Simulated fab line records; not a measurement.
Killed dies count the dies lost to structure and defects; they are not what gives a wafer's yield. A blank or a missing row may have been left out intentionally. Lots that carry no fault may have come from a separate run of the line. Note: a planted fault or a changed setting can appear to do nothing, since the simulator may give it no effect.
Chamber matching    flow n5-finfet    N5_BEOL_M1_PRE_CLEAN_60 on cvd-co-02 has 3 sister chambers
The step time 15 s. 27 wafers are shown with their chamber, then 12 later ones without.

WAFERS WITH THEIR CHAMBER
wafer   chamber  heater-power-w (W)
L074.3  0        74
L074.4  2        66
L074.5  0        76
L075.2  1        94
L075.4  1        93
L075.6  2        69
L076.2  2        68
L076.5  0        74
L076.6  2        68
L078.1  1        94
L078.2  0        76
L078.6  0        77
L082.1  2        68
L082.2  1        97
L082.6  0        73
L083.3  1        95
L083.5  2        68
L083.6  1        94
L084.2  0        76
L084.3  2        69
L084.6  1        97
L088.1  2        68
L088.3  1        95
L088.6  2        68
L091.4  0        75
L091.5  2        69
L091.6  1        96

SIGNATURES (averages over the wafers above)
reading         chamber 0  chamber 1  chamber 2  scatter within a chamber
heater-power-w  75.12      95.00      68.10      1.22
Rule: a wafer's distance from a chamber is the root of the sum, over the readings, of the square of ((its reading less the chamber's mean) divided by the reading's scatter). If the next closest chamber is less than 2 further off than the closest, the wafer can't be placed; otherwise it belongs to the closest. The scatter is the square root of a quotient: the sum, over the shown wafers, of each reading's squared deviation from its chamber's mean, divided by wafers minus chambers.

WAFERS WHOSE CHAMBER IS MISSING
wafer   heater-power-w (W)
L094.1  96
L094.3  68
L094.5  95
L096.3  96
L096.5  77
L096.6  95
L095.3  69
L095.4  95
L095.5  68
L097.1  97
L097.2  68
L097.6  98

THE CHAMBER EACH PASSED THROUGH
wafer   from the rows above  in truth
L094.1  1                    1
L094.3  2                    2
L094.5  1                    1
L096.3  1                    1
L096.5  0                    0
L096.6  1                    1
L095.3  2                    2
L095.4  1                    1
L095.5  2                    2
L097.1  1                    1
L097.2  2                    2
L097.6  1                    1
Correct placement for 12 of the 12. Left unplaced by these rows: 0. 0 placed wrongly.
